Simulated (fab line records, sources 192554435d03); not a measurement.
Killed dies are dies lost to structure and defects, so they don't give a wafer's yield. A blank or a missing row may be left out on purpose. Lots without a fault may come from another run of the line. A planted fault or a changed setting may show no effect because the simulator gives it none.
Chamber matching | flow n5_finfet | N5_SD_EPI_P_DESCUM_14 on rie_diel-06: 4 sister chambers
The step chemistry O2, time 7.9 s. 16 wafers are shown with their chamber, then 8 later ones without.

WAFERS WITH THEIR CHAMBER
wafer  | chamber | showerhead_plenum_p_Torr (Torr) | throttle_valve_pct (%) | drypump_motor_current_A (A)
L074.2 | 2       | 2.10                            | 20.65                  | 5.4
L074.4 | 1       | 2.06                            | 20.47                  | 5.5
L074.5 | 2       | 2.10                            | 20.62                  | 5.4
L080.3 | 2       | 2.10                            | 20.67                  | 5.3
L080.4 | 1       | 2.06                            | 20.48                  | 5.5
L080.6 | 0       | 2.15                            | 20.67                  | 6.1
L081.3 | 2       | 2.10                            | 20.67                  | 5.4
L081.4 | 3       | 2.24                            | 20.20                  | 5.4
L081.6 | 0       | 2.15                            | 20.67                  | 6.0
L082.1 | 1       | 2.06                            | 20.47                  | 5.5
L082.2 | 3       | 2.24                            | 20.22                  | 5.4
L082.3 | 0       | 2.15                            | 20.67                  | 6.0
L086.1 | 3       | 2.24                            | 20.24                  | 5.4
L086.2 | 0       | 2.14                            | 20.69                  | 6.0
L086.6 | 2       | 2.09                            | 20.69                  | 5.4
L088.2 | 3       | 2.24                            | 20.22                  | 5.4

SIGNATURES (means of the wafers above)
reading                  | chamber 0 | chamber 1 | chamber 2 | chamber 3 | scatter within a chamber
showerhead_plenum_p_Torr | 2.1475    | 2.0600    | 2.0980    | 2.2400    | 0.00359
throttle_valve_pct       | 20.6750   | 20.4733   | 20.6600   | 20.2200   | 0.0182
drypump_motor_current_A  | 6.025     | 5.500     | 5.380     | 5.400     | 0.0359
Rule: a wafer's distance from a chamber is the root of the sum, over the readings, of the square of ((its reading less the chamber's mean) divided by the reading's scatter). The wafer belongs to the nearest chamber; if the next one is less than 2 further off, it can't be placed. The scatter: the root of (the sum of the squares of (reading less its chamber's mean) over the shown wafers, divided by (wafers less chambers)).

WAFERS WITHOUT THEIR CHAMBER
wafer  | showerhead_plenum_p_Torr (Torr) | throttle_valve_pct (%) | drypump_motor_current_A (A)
L088.5 | 2.09                            | 20.69                  | 5.3
L088.6 | 2.14                            | 20.68                  | 6.0
L089.1 | 2.24                            | 20.23                  | 5.4
L089.4 | 2.14                            | 20.71                  | 6.0
L089.6 | 2.14                            | 20.68                  | 6.0
L095.1 | 2.23                            | 20.26                  | 5.4
L095.2 | 2.09                            | 20.72                  | 5.4
L095.5 | 2.23                            | 20.25                  | 5.4

WHICH CHAMBER EACH WENT THROUGH
wafer  | from the rows above | in truth
L088.5 | 2                   | 2
L088.6 | 0                   | 0
L089.1 | 3                   | 3
L089.4 | 0                   | 0
L089.6 | 0                   | 0
L095.1 | 3                   | 3
L095.2 | 2                   | 2
L095.5 | 3                   | 3
Placed correctly: 8 of 8. Can't be placed from these rows: 0. Placed wrongly: 0.
